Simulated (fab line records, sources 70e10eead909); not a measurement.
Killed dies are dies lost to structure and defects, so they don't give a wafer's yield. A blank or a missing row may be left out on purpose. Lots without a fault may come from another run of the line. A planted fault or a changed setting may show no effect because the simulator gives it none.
A struck lot beside a sound one | flow nand_harc | 22 steps out of a route of 1159
Sound: wafers L608.3, L608.4, L608.5. Struck: wafers L615.2, L615.4. The cause comes at the end.
At each step with rows: each side's tool, then ch and its chambers, then its first start. Under that, the readings that differ: sound wafers | struck wafers | difference of the means | sigmas: that difference in standard deviations of wafers without a fault.
alike: readings whose means differ by less than 2 such deviations, and words and numbers that are the same on both sides. not compared: withheld readings, readings that some wafer has no value for, bounds like >300 that may hide the same value, and numbers for which the record gives no deviation and whose values overlap.
The two part at a step that has a row with sigmas, a row that says differs or no value, or rows on one side only. Numbers that don't overlap but have no deviation are shown without sigmas and don't part them. A reading that every wafer of one side lacks parts them only if that side has two wafers or more.

NHARC_A_CONTACT_CMP_20: polishes, t overpolish 30 s, target thk 300 nm.
  sound on cmp-02 ch 0,3, day 18 01:24; struck on cmp-01 ch 2,3, day 19 22:07
  alike: motor_current_A, overpolish_run_s, time_to_endpoint_s
then, 1 step without rows for these wafers: NHARC_A_CONTACT_SRD_22.
NHARC_A_CONTACT_INSPECT_23:
  sound on defect_inspect-02, day 18 01:46; struck on defect_inspect-02, day 19 22:30
  alike: raw_defect_count
then, 8 steps without rows for these wafers: NHARC_A_BLC_DEHYDRATE_00 (time 120 s); NHARC_A_BLC_HMDS_01 (time 30 s); NHARC_A_BLC_COAT_02 (time 75 s); NHARC_A_BLC_COAT_03 (time 65 s); NHARC_A_BLC_COAT_04 (resist thk 90 nm); NHARC_A_BLC_SOFTBAKE_05 (time 55 s); NHARC_A_BLC_EBR_06; NHARC_A_BLC_EXPOSE_07 (exposes mask A BLC, target cd 100 nm).
NHARC_A_BLC_PEB_08: peb time 65 s.
  sound on litho_track-04 ch 0, day 18 02:13; struck on litho_track-04 ch 0, day 19 22:56
then, 1 step without rows for these wafers: NHARC_A_BLC_DEVELOP_09 (develop time 35 s).
NHARC_A_BLC_CD_MEAS_10: target cd 100 nm.
  sound on cd_sem-02 ch 0, day 18 02:17; struck on cd_sem-02 ch 0, day 19 23:01
  reading    | sound             | struck      | difference | sigmas
  cd_nm (nm) | 101.4 100.3 100.5 | 111.7 110.8 | +10.5      | +18
NHARC_A_BLC_OVL_MEAS_11:
  sound on overlay-02, day 18 02:23; struck on overlay-01, day 19 23:06
  alike: overlay_x_nm, overlay_y_nm
NHARC_A_BLC_INSPECT_12:
  sound on defect_inspect-01, day 18 02:25; struck on defect_inspect-02, day 19 23:08
  alike: raw_defect_count
NHARC_A_BLC_DESCUM_15: chemistry O2, time 3 s.
  sound on rie_diel-09 ch 0,3, day 18 02:28; struck on rie_diel-02 ch 0,1, day 19 23:14
  reading                | sound             | struck      | difference | sigmas
  model.A_BLC.cd_nm (nm) | 100.1 99.54 99.84 | 112.1 111.1 | +11.8      |
  alike: drypump_motor_current_A, oes_product_au, rf_vpp_V, showerhead_plenum_p_Torr, throttle_valve_pct
  not compared: rf_hours_counter_h
NHARC_A_BLC_ETCH_16: etches the open film in CF4, target depth 39 nm, time 65 s.
  sound on rie_diel-09 ch 0,1,3, day 18 02:35; struck on rie_diel-02 ch 2,3, day 19 23:20
  alike: cf4_flow_sccm, drypump_motor_current_A, oes_product_au, rf_fwd_power_W, rf_vpp_V, showerhead_plenum_p_Torr, throttle_valve_pct
  not compared: rf_hours_counter_h
NHARC_A_BLC_ETCH_17: etches the open film in N2/H2, target depth 390 nm, time 609.38 s.
  sound on rie_diel-09 ch 0,1,3; struck on rie_diel-02 ch 0,2
  alike: drypump_motor_current_A, oes_product_au, rf_fwd_power_W, rf_vpp_V, showerhead_plenum_p_Torr, throttle_valve_pct
  not compared: rf_hours_counter_h
NHARC_A_BLC_ETCH_18: etches the open film in C4F8/O2/Ar, target depth 910 nm.
  sound on rie_diel-09 ch 0,3; struck on rie_diel-02 ch 2,3
  reading                | sound             | struck      | difference | sigmas
  model.A_BLC.cd_nm (nm) | 102.5 102.2 101.7 | 115.1 114.8 | +12.8      |
  alike: oes_product_au, rf_fwd_power_W, rf_vpp_V
  not compared: rf_hours_counter_h
NHARC_A_BLC_CD_MEAS_19:
  sound on cd_sem-01, day 18 03:38; struck on cd_sem-03, day 20 00:17
  reading    | sound             | struck      | difference | sigmas
  cd_nm (nm) | 102.3 102.2 101.4 | 115.1 114.6 | +12.9      | +7
-- the record jumps here: 2 days lie between the struck wafers' starts before and after (it left off in module A_BLC and takes up again in module END, whose first step shown is number 1159 of the route) --
NHARC_END_SORT_01:
  the record has rows for the struck wafers here (prober-02 ch 0, day 22 02:52) and none for the sound ones

WHERE THEY PART
First at NHARC_A_BLC_CD_MEAS_10; last, within this record, at NHARC_END_SORT_01.

WHY: what the simulator had put in
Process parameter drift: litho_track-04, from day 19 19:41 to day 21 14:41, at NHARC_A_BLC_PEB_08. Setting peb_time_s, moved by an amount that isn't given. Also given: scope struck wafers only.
